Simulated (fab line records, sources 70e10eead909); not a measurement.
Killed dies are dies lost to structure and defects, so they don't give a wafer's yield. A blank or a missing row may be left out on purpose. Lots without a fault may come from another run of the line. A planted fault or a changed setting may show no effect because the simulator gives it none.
fab line records | flow nand_harc
record lots=14 wafers=42 last_day=24
route steps=1159 shown A_ZERO_WELL@405 A_SOURCE_PLATE@423 A_ONON_D1@433 A_CHANNEL_HOLE_D1@450 END@1159
lots that met no fault: from a run of the same line without faults
start_h: hours from the record's first day to the start of the lot's first wafer shown | wait_h: hours since the lot's step before | " the same as in the row above | L1.1+2: a row that stands for several wafers | - no value, or no start given | * or withheld: withheld | < > ~ a bound
route shown NAME@n: a module of which the file shows steps, and the number in the route of the first | usual: mean/standard deviation of fault-free wafers | same: alike in all rows | chamber/n: place in a boat | sites: the reading at each site | _std_site: their standard deviation | _edge_site: outer sites' mean less inner sites' | radius_mm: how far each site lies from the wafer's centre | mask NAME#n: copy n | behind: the tool/chamber that last shaped the wafer | hold: why the lot was held/for how many hours/how that ended | device: the transistor (n, p or np) that didn't switch | end of line: the same wafers' tests at the end of the route | a step without rows: its recipe alone | killed: dies lost to structure and defects at the first sort, not the wafer's yield | map: a wafer's dies, x killed, . not, _ none there
set.NAME: the setting as run; set.NAME@STEP: as run at that earlier step | model.NAME: the simulator's own value behind a step, which no gauge read
steps of the route over a sample of lots; a table a step, a row a wafer
services: from which hour (start_h, from the record's first day; less than 0 if before it) a tool's chamber was out of use, for how many hours, and why
## steps
# step NHARC_A_ZERO_WELL_ETCH_13
# recipe target_depth_a=1200 time_s=40.1 hbr_flow_sccm=150 cl2_flow_sccm=50 rf_w=400 icp_w=400 bias_w=100 chemistry=HBr/Cl2
# usual drypump_motor_current_A=5.9/0.58 oes_product_au=1.001/0.01 throttle_valve_pct=26.405/0.009
# columns lot.wafer tool chamber start_h wait_h drypump_motor_current_A oes_product_au rf_hours_counter_h throttle_valve_pct
L428.3 rie_si-05 3 151.52 - 6.0 1.005 0.5 26.431
L428.6 " 0 " " 4.9 1.000 - 26.397
L428.5 " 1 " " 6.2 0.977 - 26.404
L429.4 rie_si-03 2 151.67 - 6.4 0.994 1.1 26.391
L429.1 " 0 " " 6.0 0.994 1.0 26.417
L429.3 " 1 " " 5.9 1.002 1.2 26.402
L431.1 rie_si-04 2 166.27 - 5.5 1.002 0.4 26.417
L431.5 " 1 " " 4.9 1.002 - 26.407
L431.6 " 2 " " 5.5 1.002 - 26.396
L432.3 rie_si-05 0 172.65 - 4.9 1.009 0.8 26.395
L432.2 " 1 " " 6.2 0.999 0.9 26.403
L432.4 " 2 " " 6.6 0.992 0.9 26.397
L433.1 rie_si-05 1 180.53 - 6.2 0.978 1.0 26.403
L433.5 " 0 " " 4.9 1.012 - 26.395
L433.6 " 1 " " 6.1 0.992 - 26.422
L434.4 rie_si-03 2 181.74 - 6.5 1.016 0.1 26.401
L434.1 " 0 " " 6.0 0.992 0.2 26.398
L434.5 " 1 " " 5.9 0.992 - 26.390
L435.1 rie_si-03 1 188.47 - 5.9 1.002 0.2 26.395
L435.3 " 3 " " 5.6 1.005 0.1 26.394
L435.5 " 1 " " 5.9 0.993 - 26.395
L436.4 rie_si-04 3 188.69 - 5.8 0.999 0.6 26.413
L436.2 " 0 " " 6.6 0.988 0.6 26.388
L436.3 " 1 " " 4.9 0.988 0.5 26.395
L439.1 rie_si-03 2 215.29 - 6.5 0.999 0.4 26.404
L439.4 " 3 " " 5.6 1.001 0.3 26.398
L439.2 " 1 " " 5.9 0.987 0.4 26.402
L438.2 rie_si-04 2 215.88 - 5.5 0.991 0.7 26.384
L438.5 " 3 " " 5.8 1.014 - 26.401
L438.6 " 0 " " 6.7 1.009 - 26.405
L440.2 rie_si-03 3 219.27 - 5.6 0.994 0.4 26.400
L440.4 " 0 " " 6.0 1.010 0.4 26.401
L440.1 " 1 " " 5.9 1.002 0.5 26.404
L443.3 rie_si-05 3 234.62 - 6.0 1.001 0.9 26.408
L443.5 " 1 " " 6.2 0.993 - 26.414
L443.6 " 2 " " 6.7 0.993 - 26.409
L448.1 rie_si-03 0 257.57 - 6.0 1.006 0.6 26.423
L448.4 " 3 " " 5.6 1.008 - 26.406
L448.6 " 2 " " 6.4 1.009 - 26.413
L447.3 rie_si-04 3 258.65 - 5.8 1.009 1.0 26.413
L447.6 " 3 " " 5.8 1.003 - 26.395
L447.5 " 0 " " 6.7 1.005 - 26.389
# step NHARC_A_SOURCE_PLATE_INSPECT_08
# usual raw_defect_count=64/26
# columns lot.wafer tool chamber start_h wait_h raw_defect_count
L429.1 defect_inspect-02 - 174.39 0.0 32
L429.3 " - " " 34
L429.4 " - " " 22
L428.3 defect_inspect-01 - 174.39 0.0 81
L428.5 " - " " 72
L428.6 " - " " 34
L431.1 defect_inspect-01 - 190.65 0.0 34
L431.5 " - " " 41
L431.6 " - " " 70
L432.2 defect_inspect-01 - 196.02 0.0 65
L432.3 " - " " 112
L432.4 " - " " 66
L434.1 defect_inspect-01 - 203.49 0.0 30
L434.4 " - " " 48
L434.5 " - " " 46
L433.1 defect_inspect-02 - 203.51 0.0 118
L433.5 " - " " 100
L433.6 " - " " 118
L435.1 defect_inspect-02 - 210.16 0.0 48
L435.3 " - " " 30
L435.5 " - " " 59
L436.2 defect_inspect-01 - 210.16 0.0 73
L436.3 " - " " 63
L436.4 " - " " 35
L439.1 defect_inspect-01 - 237.75 0.0 52
L439.2 " - " " 65
L439.4 " - " " 103
L438.2 defect_inspect-02 - 237.79 0.0 53
L438.5 " - " " 59
L438.6 " - " " 45
L440.1 defect_inspect-01 - 241.04 0.0 79
L440.2 " - " " 59
L440.4 " - " " 80
L443.3 defect_inspect-02 - 257.96 0.0 49
L443.5 " - " " 52
L443.6 " - " " 53
L447.3 defect_inspect-02 - 280.16 0.0 78
L447.5 " - " " 162
L447.6 " - " " 75
L448.1 defect_inspect-01 - 280.18 0.0 78
L448.4 " - " " 70
L448.6 " - " " 93
# step NHARC_A_ONON_D1_THK_MEAS_14
# recipe thk_meas_gauge=ellipsometry
# usual thk_nm=999/10
# columns lot.wafer tool chamber start_h wait_h thk_nm
L429.1 film_metro-01 - 177.25 - 995
L429.3 " - " " 995
L429.4 " - " " 996
L428.3 film_metro-02 - 177.30 - 985
L428.5 " - " " 986
L428.6 " - " " 988
L431.1 film_metro-02 - 193.49 - 1008
L431.5 " - " " 1008
L431.6 " - " " 1007
L432.2 film_metro-02 - 198.86 - 1010
L432.3 " - " " 1007
L432.4 " - " " 1007
L434.1 film_metro-01 - 206.34 - 990
L434.4 " - " " 991
L434.5 " - " " 993
L433.1 film_metro-01 - 206.49 - 999
L433.5 " - " " 998
L433.6 " - " " 1001
L435.1 film_metro-02 - 212.99 - 987
L435.3 " - " " 985
L435.5 " - " " 987
L436.2 film_metro-01 - 213.01 - 1010
L436.3 " - " " 1011
L436.4 " - " " 1009
L439.1 film_metro-01 - 240.75 - 1011
L439.2 " - " " 1012
L439.4 " - " " 1012
L438.2 film_metro-01 - 240.96 - 993
L438.5 " - " " 992
L438.6 " - " " 993
L440.1 film_metro-02 - 243.87 - 992
L440.2 " - " " 994
L440.4 " - " " 994
L443.3 film_metro-01 - 260.78 - 1010
L443.5 " - " " 1008
L443.6 " - " " 1008
L447.3 film_metro-02 - 283.00 - 1020
L447.5 " - " " 1021
L447.6 " - " " 1022
L448.1 film_metro-02 - 283.02 - 1001
L448.4 " - " " 1002
L448.6 " - " " 1004
# step NHARC_A_CHANNEL_HOLE_D1_DEP_00
# recipe target_thk_a=31000 temp_c=400 material=aC
# usual throttle_valve_pct=34.999/0.0094
# columns lot.wafer tool chamber start_h wait_h throttle_valve_pct
L429.1 acl_dep-01 0 188.88 0.8 34.985
L429.3 " 0 " " 34.989
L429.4 " 0 " " 35.009
L428.3 acl_dep-03 0 189.32 1.3 34.988
L428.5 " 0 " " 35.000
L428.6 " 0 " " 34.996
L431.1 acl_dep-03 0 203.60 0.1 35.017
L431.5 " 0 204.87 1.3 34.989
L431.6 " 0 " " 35.004
L432.2 acl_dep-02 0 209.34 0.4 35.006
L432.3 " 0 " " 34.999
L432.4 " 0 " " 35.010
L434.1 acl_dep-01 0 218.63 1.2 35.002
L434.4 " 0 " " 35.012
L434.5 " 0 " " 34.994
L433.1 acl_dep-02 0 219.89 2.5 34.988
L433.5 " 0 221.16 3.8 34.999
L433.6 " 0 " " 34.996
L435.1 acl_dep-01 0 225.22 0.1 34.990
L435.3 " 0 " " 34.995
L435.5 " 0 " " 34.999
L436.2 acl_dep-02 0 226.63 1.5 35.001
L436.3 " 0 " " 35.007
L436.4 " 0 " " 34.999
L436.2 acl_dep-01 0 229.19 2.2 34.993
L436.3 " 0 " " 35.006
L436.4 " 0 " " 34.995
L439.1 acl_dep-02 0 251.86 1.0 35.006
L439.2 " 0 " " 34.987
L439.4 " 0 " " 34.991
L438.2 acl_dep-03 0 252.58 1.6 35.013
L438.5 " 0 " " 35.002
L438.6 " 0 " " 34.997
L440.1 acl_dep-02 0 257.26 0.1 34.996
L440.2 " 0 " " 34.976
L440.4 " 0 " " 35.015
L440.1 acl_dep-02 0 259.37 1.8 35.004
L440.2 " 0 " " 35.004
L440.4 " 0 " " 34.986
L443.3 acl_dep-01 0 272.56 1.6 35.001
L443.5 " 0 " " 34.996
L443.6 " 0 " " 34.988
L443.3 acl_dep-03 0 275.39 2.5 34.983
L443.5 " 0 " " 35.002
L443.6 " 0 " " 34.997
L447.3 acl_dep-03 0 294.73 1.8 34.999
L447.5 " 0 " " 35.006
L447.6 " 0 " " 34.987
L448.1 acl_dep-02 0 297.28 4.1 35.011
L448.4 " 0 " " 34.998
L448.6 " 0 " " 34.984
# step NHARC_END_SORT_01
# recipe temp_c=25
# usual killed_at_array=29/13 killed_at_other=0.7/1 killed_at_periphery=3.2/2.3 killed_dies=33/13 killed_open=3.3/1.7 killed_short=2.0/1.5
# same gross_dies=677
# columns lot.wafer tool chamber start_h wait_h killed_at_array killed_at_other killed_at_periphery killed_dies killed_open killed_short
L429.1 prober-02 0 446.90 2.5 26 1 2 29 2 1
L429.3 prober-02 0 448.49 3.1 27 1 3 31 4 2
L429.4 prober-02 0 449.29 3.4 23 0 1 24 2 2
L428.3 prober-01 0 456.31 3.1 19 0 2 21 2 2
L428.5 prober-01 0 457.91 3.7 18 1 2 21 2 3
L428.6 prober-01 0 458.71 4.0 32 0 1 33 3 2
L431.1 prober-01 0 478.59 2.5 13 0 1 14 4 2
L431.5 prober-01 0 481.80 3.7 15 1 4 20 7 1
L431.6 prober-01 0 482.61 4.0 14 0 3 17 4 4
L434.1 prober-01 0 487.17 2.5 36 0 4 40 8 2
L434.4 prober-01 0 489.55 3.4 39 3 5 47 4 1
L434.5 prober-01 0 490.34 3.7 45 3 9 57 7 2
L432.2 prober-02 0 487.94 2.8 24 0 1 25 4 0
L432.3 prober-02 0 488.74 3.1 27 0 4 31 3 5
L432.4 prober-02 0 489.53 3.4 23 0 4 27 3 1
L433.1 prober-02 0 494.90 2.5 17 1 2 20 3 1
L433.5 prober-02 0 498.08 3.7 13 0 5 18 4 1
L433.6 prober-02 0 498.87 4.0 12 0 6 18 3 3
L435.1 prober-02 0 505.63 2.5 47 0 1 48 3 0
L435.3 prober-02 0 507.21 3.1 45 0 1 46 5 2
L435.5 prober-02 0 508.79 3.7 41 0 1 42 5 2
L439.1 prober-02 0 513.43 2.5 19 0 2 21 1 4
L439.2 prober-02 0 514.22 2.8 18 0 5 23 2 2
L439.4 prober-02 0 515.81 3.4 15 0 3 18 5 2
L438.2 prober-02 0 521.94 2.8 33 0 2 35 6 4
L438.5 prober-02 0 524.35 3.7 37 0 1 38 4 5
L438.6 prober-02 0 525.16 4.0 34 0 2 36 4 2
L440.1 prober-01 0 529.70 2.5 670 3 4 677 5 5
L440.2 prober-01 0 530.52 2.8 670 3 4 677 6 2
L440.4 prober-01 0 532.16 3.5 671 4 2 677 3 1
L436.2 prober-01 0 533.36 2.8 667 2 8 677 3 3
L436.3 prober-01 0 534.16 3.1 671 1 5 677 0 2
L436.4 prober-01 0 534.97 3.4 671 0 6 677 4 0
L443.3 prober-02 0 545.71 3.0 674 0 3 677 3 3
L443.5 prober-02 0 547.28 3.6 668 2 7 677 6 5
L443.6 prober-02 0 548.07 3.9 670 1 6 677 3 2
L448.1 prober-01 0 564.52 2.5 15 1 2 18 1 2
L448.4 prober-01 0 566.90 3.4 14 1 3 18 0 1
L448.6 prober-01 0 568.49 4.0 13 3 6 22 5 4
L447.3 prober-02 0 573.85 3.1 19 1 3 23 6 3
L447.5 prober-02 0 575.45 3.7 14 1 3 18 6 0
L447.6 prober-02 0 576.25 4.0 11 0 3 14 2 0
# killed by level:class
L429.1 A_CHANNEL_HOLE_D1:chamber_film_flake=12 A_CONTACT:chamber_film_flake=7 A_CONTACT:geometric_particle:open=2 A_SLIT:chamber_film_flake=2 P_GATE:chamber_film_flake=2 A_STAIRCASE:chamber_film_flake=2 STARTING-WAFER:geometric_particle:short=1 A_CHANNEL_FILL_D1:chamber_film_flake=1
L429.3 A_CHANNEL_HOLE_D1:chamber_film_flake=10 A_CONTACT:chamber_film_flake=6 A_STAIRCASE:chamber_film_flake=4 A_CHANNEL_FILL_D1:chamber_film_flake=2 P_M0:geometric_particle:open=1 A_CHANNEL_FILL_D1:geometric_particle:open=1 A_WL_FILL:geometric_particle:open=1 A_M0:geometric_particle:open=1
L429.4 A_CHANNEL_HOLE_D1:chamber_film_flake=10 A_CONTACT:chamber_film_flake=6 A_CHANNEL_FILL_D1:chamber_film_flake=2 A_STAIRCASE:chamber_film_flake=2 P_GATE:geometric_particle:open=1 A_CHANNEL_FILL_D1:geometric_particle:short=1 A_SGD_CUT:geometric_particle:short=1 A_CONTACT:geometric_particle:open=1
L428.3 A_SLIT:chamber_film_flake=6 A_CHANNEL_HOLE_D1:chamber_film_flake=5 A_CONTACT:chamber_film_flake=2 A_CHANNEL_HOLE_D1:geometric_particle:short=1 A_CONTACT:geometric_particle:open=1 A_M0:geometric_particle:open=1 A_M1:geometric_particle:short=1 P_GATE:chamber_film_flake=1
L428.5 A_SLIT:chamber_film_flake=7 A_CHANNEL_HOLE_D1:chamber_film_flake=2 A_STAIRCASE:chamber_film_flake=2 A_CONTACT:chamber_film_flake=2 P_M0:geometric_particle:open=1 A_ONON_D1:geometric_particle:short=1 A_CHANNEL_FILL_D1:geometric_particle:short=1 A_CHANNEL_FILL_D1:geometric_particle:open=1
L428.6 A_SLIT:chamber_film_flake=16 A_CHANNEL_HOLE_D1:chamber_film_flake=4 A_STAIRCASE:chamber_film_flake=3 A_CONTACT:chamber_film_flake=3 A_ONON_D1:geometric_particle:open=2 A_WL_FILL:geometric_particle:short=2 A_M1:geometric_particle:open=1 P_GATE:chamber_film_flake=1
L431.1 A_CONTACT:geometric_particle:open=2 A_CHANNEL_HOLE_D1:chamber_film_flake=2 A_STAIRCASE:chamber_film_flake=2 A_CONTACT:chamber_film_flake=2 P_M0:geometric_particle:open=1 A_ONON_D1:geometric_particle:short=1 A_CHANNEL_FILL_D1:geometric_particle:open=1 A_CONTACT:geometric_particle:short=1
L431.5 A_STAIRCASE:chamber_film_flake=5 A_CHANNEL_HOLE_D1:chamber_film_flake=3 A_M0:geometric_particle:open=2 P_ZERO_WELL:geometric_particle:open=1 P_M0:geometric_particle:open=1 P_M2:geometric_particle:open=1 A_CHANNEL_HOLE_D1:geometric_particle:open=1 A_CONTACT:geometric_particle:open=1
L431.6 A_STAIRCASE:chamber_film_flake=4 A_CHANNEL_HOLE_D1:chamber_film_flake=3 P_CONTACT:geometric_particle:open=1 P_M0:geometric_particle:open=1 A_ONON_D1:geometric_particle:short=1 A_CHANNEL_FILL_D1:geometric_particle:short=1 A_CHANNEL_FILL_D1:geometric_particle:open=1 A_SGD_CUT:geometric_particle:short=1
L434.1 A_CHANNEL_HOLE_D1:chamber_film_flake=13 A_SLIT:chamber_film_flake=8 A_CHANNEL_FILL_D1:geometric_particle:open=3 A_STAIRCASE:chamber_film_flake=3 P_ZERO_WELL:chamber_film_flake=2 A_CONTACT:chamber_film_flake=2 P_CONTACT:geometric_particle:short=1 P_CONTACT:geometric_particle:open=1
L432.2 A_SLIT:chamber_film_flake=9 A_STAIRCASE:chamber_film_flake=7 A_CHANNEL_HOLE_D1:chamber_film_flake=3 A_CONTACT:chamber_film_flake=2 P_M0:geometric_particle:open=1 A_ONON_D1:geometric_particle:open=1 A_SGD_CUT:geometric_particle:open=1 A_M0:geometric_particle:open=1
L432.3 A_SLIT:chamber_film_flake=8 A_STAIRCASE:chamber_film_flake=5 A_CONTACT:chamber_film_flake=5 P_STI:chamber_film_flake=2 A_CHANNEL_HOLE_D1:chamber_film_flake=2 P_CONTACT:geometric_particle:short=1 A_SOURCE_PLATE:geometric_particle:short=1 A_ONON_D1:geometric_particle:short=1
L432.4 A_SLIT:chamber_film_flake=10 A_CONTACT:chamber_film_flake=4 P_STI:chamber_film_flake=3 A_CHANNEL_HOLE_D1:chamber_film_flake=3 A_STAIRCASE:chamber_film_flake=2 A_ONON_D1:geometric_particle:short=1 A_CHANNEL_FILL_D1:geometric_particle:open=1 A_CONTACT:geometric_particle:open=1
L434.4 A_CHANNEL_HOLE_D1:chamber_film_flake=11 A_SLIT:chamber_film_flake=11 A_STAIRCASE:chamber_film_flake=8 P_ZERO_WELL:chamber_film_flake=5 HYBRID_BOND:chamber_film_flake=3 A_CONTACT:chamber_film_flake=3 A_CONTACT:geometric_particle:open=2 A_CHANNEL_HOLE_D1:geometric_particle:open=1
L434.5 A_CHANNEL_HOLE_D1:chamber_film_flake=14 A_SLIT:chamber_film_flake=11 A_STAIRCASE:chamber_film_flake=6 A_CONTACT:chamber_film_flake=5 A_ZERO_WELL:chamber_film_flake=4 HYBRID_BOND:chamber_film_flake=3 P_CONTACT:geometric_particle:open=2 P_ZERO_WELL:chamber_film_flake=2
L433.1 A_CONTACT:chamber_film_flake=6 A_CHANNEL_HOLE_D1:chamber_film_flake=4 A_ONON_D1:geometric_particle:open=2 A_STAIRCASE:chamber_film_flake=2 A_CHANNEL_FILL_D1:geometric_particle:short=1 A_CONTACT:geometric_particle:open=1 P_STI:chamber_film_flake=1 P_GATE:chamber_film_flake=1
L433.5 A_STAIRCASE:chamber_film_flake=6 A_CHANNEL_HOLE_D1:chamber_film_flake=3 P_GATE:geometric_particle:open=1 P_CONTACT:geometric_particle:open=1 P_M0:geometric_particle:open=1 A_ONON_D1:geometric_particle:short=1 A_CHANNEL_FILL_D1:geometric_particle:open=1 P_ZERO_WELL:chamber_film_flake=1
L433.6 A_CONTACT:chamber_film_flake=4 P_GATE:chamber_film_flake=3 A_CHANNEL_HOLE_D1:chamber_film_flake=3 A_CONTACT:geometric_particle:open=2 A_STAIRCASE:chamber_film_flake=2 P_CONTACT:geometric_particle:short=1 P_CONTACT:geometric_particle:open=1 P_M0:geometric_particle:short=1
L435.1 A_SLIT:chamber_film_flake=19 A_CHANNEL_HOLE_D1:chamber_film_flake=11 A_CONTACT:chamber_film_flake=8 A_STAIRCASE:chamber_film_flake=5 A_M0:geometric_particle:open=2 A_M1:geometric_particle:open=1 P_STI:chamber_film_flake=1 A_BLC:chamber_film_flake=1
L435.3 A_CHANNEL_HOLE_D1:chamber_film_flake=16 A_SLIT:chamber_film_flake=9 A_CONTACT:chamber_film_flake=7 A_STAIRCASE:chamber_film_flake=5 P_M1:geometric_particle:open=1 A_CHANNEL_FILL_D1:geometric_particle:open=1 A_WL_FILL:geometric_particle:short=1 A_BLC:geometric_particle:open=1
L435.5 A_SLIT:chamber_film_flake=17 A_CHANNEL_HOLE_D1:chamber_film_flake=14 A_STAIRCASE:chamber_film_flake=2 P_CONTACT:geometric_particle:open=1 A_SOURCE_PLATE:geometric_particle:short=1 A_ONON_D1:geometric_particle:open=1 A_CHANNEL_FILL_D1:geometric_particle:short=1 A_CHANNEL_FILL_D1:geometric_particle:open=1
L439.1 A_CHANNEL_HOLE_D1:chamber_film_flake=7 A_CONTACT:chamber_film_flake=3 P_M0:geometric_particle:short=2 A_CHANNEL_FILL_D1:geometric_particle:short=2 A_CHANNEL_FILL_D1:chamber_film_flake=2 A_WL_FILL:chamber_film_flake=2 A_CONTACT:geometric_particle:open=1 A_BLC:chamber_film_flake=1
L439.2 A_CHANNEL_HOLE_D1:chamber_film_flake=7 P_STI:chamber_film_flake=4 A_BLC:chamber_film_flake=3 A_ONON_D1:geometric_particle:short=2 A_CONTACT:chamber_film_flake=2 P_M0:geometric_particle:open=1 A_CONTACT:geometric_particle:open=1 A_ZERO_WELL:chamber_film_flake=1
L439.4 A_BLC:chamber_film_flake=3 A_CHANNEL_HOLE_D1:chamber_film_flake=2 A_BONDPAD:chamber_film_flake=2 P_CONTACT:geometric_particle:short=1 P_CONTACT:geometric_particle:open=1 P_M0:geometric_particle:open=1 A_ONON_D1:geometric_particle:open=1 A_ONON_D1:geometric_particle:short=1
L438.2 A_CHANNEL_HOLE_D1:chamber_film_flake=17 A_CONTACT:chamber_film_flake=6 A_CONTACT:geometric_particle:open=2 A_M1:geometric_particle:short=2 A_M1:geometric_particle:open=2 P_M1:chamber_film_flake=2 A_CHANNEL_FILL_D1:geometric_particle:open=1 A_CHANNEL_FILL_D1:geometric_particle:short=1
L438.5 A_CHANNEL_HOLE_D1:chamber_film_flake=20 A_CONTACT:chamber_film_flake=7 A_CONTACT:geometric_particle:short=2 A_ZERO_WELL:chamber_film_flake=2 P_M0:geometric_particle:open=1 A_ONON_D1:geometric_particle:open=1 A_SGD_CUT:geometric_particle:short=1 A_WL_FILL:geometric_particle:short=1
L438.6 A_CHANNEL_HOLE_D1:chamber_film_flake=20 A_CONTACT:chamber_film_flake=5 A_ZERO_WELL:chamber_film_flake=3 P_M0:geometric_particle:short=1 A_CHANNEL_HOLE_D1:geometric_particle:open=1 A_CHANNEL_FILL_D1:geometric_particle:open=1 A_STAIRCASE:geometric_particle:open=1 A_WL_FILL:geometric_particle:open=1
L440.1 A_CHANNEL_HOLE_D1:area_dep=651 A_CHANNEL_HOLE_D1:chamber_film_flake=7 A_STAIRCASE:chamber_film_flake=4 THIN_TSV:chamber_film_flake=3 P_M2:geometric_particle:open=2 A_CONTACT:chamber_film_flake=2 P_M0:geometric_particle:short=1 P_M1:geometric_particle:short=1
L440.2 A_CHANNEL_HOLE_D1:area_dep=654 A_CHANNEL_HOLE_D1:chamber_film_flake=6 THIN_TSV:chamber_film_flake=3 P_CONTACT:geometric_particle:open=2 P_STI:chamber_film_flake=2 A_CONTACT:chamber_film_flake=2 A_CHANNEL_FILL_D1:geometric_particle:short=1 A_CHANNEL_FILL_D1:geometric_particle:open=1
L440.4 A_CHANNEL_HOLE_D1:area_dep=655 A_CONTACT:chamber_film_flake=5 THIN_TSV:chamber_film_flake=4 P_STI:chamber_film_flake=2 A_CHANNEL_HOLE_D1:chamber_film_flake=2 A_STAIRCASE:chamber_film_flake=2 A_SLIT:chamber_film_flake=2 A_SOURCE_PLATE:geometric_particle:short=1
L436.2 A_CHANNEL_HOLE_D1:area_dep=637 A_STAIRCASE:chamber_film_flake=7 A_CHANNEL_HOLE_D1:chamber_film_flake=4 A_WL_FILL:chamber_film_flake=4 A_BLC:chamber_film_flake=4 P_ZERO_WELL:chamber_film_flake=3 P_CONTACT:chamber_film_flake=3 A_BONDPAD:chamber_film_flake=3
L436.3 A_CHANNEL_HOLE_D1:area_dep=651 A_BONDPAD:chamber_film_flake=7 A_CHANNEL_HOLE_D1:chamber_film_flake=3 P_ZERO_WELL:chamber_film_flake=3 A_STAIRCASE:chamber_film_flake=3 A_BLC:chamber_film_flake=3 P_M1:chamber_film_flake=2 A_SOURCE_PLATE:geometric_particle:short=1
L436.4 A_CHANNEL_HOLE_D1:area_dep=643 A_BONDPAD:chamber_film_flake=9 A_STAIRCASE:chamber_film_flake=4 A_CONTACT:chamber_film_flake=4 P_ZERO_WELL:chamber_film_flake=3 A_CHANNEL_HOLE_D1:chamber_film_flake=3 A_WL_FILL:chamber_film_flake=3 P_M1:chamber_film_flake=2
L443.3 A_CHANNEL_HOLE_D1:area_dep=644 A_SLIT:chamber_film_flake=13 A_CHANNEL_HOLE_D1:chamber_film_flake=6 A_CONTACT:chamber_film_flake=5 P_GATE:chamber_film_flake=2 P_M0:geometric_particle:short=1 A_SOURCE_PLATE:geometric_particle:short=1 A_SOURCE_PLATE:geometric_particle:open=1
L443.5 A_CHANNEL_HOLE_D1:area_dep=640 A_SLIT:chamber_film_flake=11 A_CHANNEL_HOLE_D1:chamber_film_flake=4 A_CONTACT:chamber_film_flake=4 P_M0:geometric_particle:short=2 P_GATE:chamber_film_flake=2 P_M0:chamber_film_flake=2 A_ONON_D1:geometric_particle:open=1
L443.6 A_CHANNEL_HOLE_D1:area_dep=632 A_SLIT:chamber_film_flake=19 A_CHANNEL_HOLE_D1:chamber_film_flake=5 A_CONTACT:chamber_film_flake=5 P_GATE:chamber_film_flake=2 P_M0:chamber_film_flake=2 A_STAIRCASE:chamber_film_flake=2 P_CONTACT:geometric_particle:open=1
L448.1 A_CHANNEL_HOLE_D1:chamber_film_flake=8 A_ONON_D1:geometric_particle:short=2 A_WL_FILL:chamber_film_flake=2 A_ONON_D1:geometric_particle:open=1 P_ZERO_WELL:chamber_film_flake=1 P_M0:chamber_film_flake=1 A_STAIRCASE:chamber_film_flake=1 A_M1:chamber_film_flake=1
L448.4 A_M1:chamber_film_flake=6 A_CHANNEL_HOLE_D1:chamber_film_flake=4 P_M0:chamber_film_flake=3 A_WL_FILL:chamber_film_flake=2 A_ONON_D1:geometric_particle:short=1 A_CONTACT:chamber_film_flake=1 THIN_TSV:chamber_film_flake=1
L448.6 P_GATE:chamber_film_flake=3 A_M1:chamber_film_flake=3 P_M0:geometric_particle:open=2 A_CHANNEL_FILL_D1:geometric_particle:short=2 A_CHANNEL_HOLE_D1:chamber_film_flake=2 THIN_TSV:chamber_film_flake=2 A_SOURCE_PLATE:geometric_particle:short=1 A_CHANNEL_FILL_D1:geometric_particle:open=1
L447.3 A_CHANNEL_HOLE_D1:chamber_film_flake=8 A_CONTACT:geometric_particle:open=2 A_M0:geometric_particle:open=2 A_CONTACT:chamber_film_flake=2 P_M1:geometric_particle:short=1 P_M2:geometric_particle:open=1 A_CHANNEL_HOLE_D1:geometric_particle:short=1 A_CHANNEL_FILL_D1:geometric_particle:open=1
L447.5 A_CHANNEL_HOLE_D1:chamber_film_flake=6 A_WL_FILL:chamber_film_flake=3 A_M0:geometric_particle:open=2 P_GATE:geometric_particle:open=1 P_M0:geometric_particle:open=1 A_CHANNEL_HOLE_D1:geometric_particle:open=1 A_CONTACT:geometric_particle:open=1 P_GATE:chamber_film_flake=1
L447.6 A_CHANNEL_HOLE_D1:chamber_film_flake=5 A_WL_FILL:chamber_film_flake=3 P_STI:chamber_film_flake=2 P_M0:geometric_particle:open=1 A_BLC:geometric_particle:open=1 A_STAIRCASE:chamber_film_flake=1 A_CONTACT:chamber_film_flake=1
## services
# columns tool chamber start_h hours kind
acl_dep-01 - 128.91 2.7 repair
rie_si-03 0 141.21 4.1 repair
rie_si-03 - 155.00 9.0 pm
rie_si-03 0 155.00 9.0 vent_cycle
rie_si-03 1 155.00 9.0 vent_cycle
rie_si-03 2 155.00 9.0 vent_cycle
rie_si-03 3 155.00 9.0 vent_cycle
rie_si-03 0 164.00 - clean
rie_si-03 1 164.00 - clean
rie_si-03 2 164.00 - clean
rie_si-03 3 164.00 - clean
rie_si-04 0 167.99 3.1 repair
acl_dep-02 - 170.55 13.0 pm
rie_si-04 3 195.15 3.5 repair
rie_si-05 3 207.13 19.4 repair
rie_si-05 2 216.62 10.9 repair
acl_dep-03 - 223.97 13.0 pm
rie_si-05 - 239.00 9.0 pm
rie_si-05 0 239.00 9.0 vent_cycle
rie_si-05 1 239.00 9.0 vent_cycle
rie_si-04 - 240.94 1.4 repair
rie_si-03 1 253.26 6.0 repair
rie_si-04 - 276.21 9.0 pm
acl_dep-01 - 293.91 13.0 pm
## key
first_sign step=NHARC_A_CHANNEL_HOLE_D1_DEP_00 reading=visit direction=added
effect step=NHARC_END_SORT_01 reading=killed_dies direction=up sigmas=50 usual=33 struck=677
more_kills_born_at NHARC_A_CHANNEL_HOLE_D1_DEP_00@acl_dep-02=1960 NHARC_A_CHANNEL_HOLE_D1_DEP_00@acl_dep-01=1932 NHARC_A_CHANNEL_HOLE_D1_DEP_00@acl_dep-03=1916
met_at NHARC_A_CHANNEL_HOLE_D1_DEP_00
struck_lots L436,L440,L443
later_rows_left_out L436.2,L436.3,L436.4,L440.1,L440.2,L440.4,L443.3,L443.5,L443.6
tester_left_out L436,L440,L443
not_acting_at NHARC_A_ZERO_WELL_ETCH_13,NHARC_A_SOURCE_PLATE_INSPECT_08,NHARC_A_ONON_D1_THK_MEAS_14
fault kind=repeated_step_whole tool=acl_dep-01,acl_dep-02,acl_dep-03 chamber=- onset_h=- steps=NHARC_A_CHANNEL_HOLE_D1_DEP_00 times=1 scope=struck_lots_only
# tester_left_out: of these lots the tester's yield and bins aren't shown, on N5 and GAA mostly nor the transistor test; their killed dies are dies lost to structure and defects alone, not to doping, threshold or leakage, so they don't give the yield
# later_rows_left_out: the simulator's readings of these wafers behind a module that went badly wrong aren't trusted and aren't shown, but for the sort
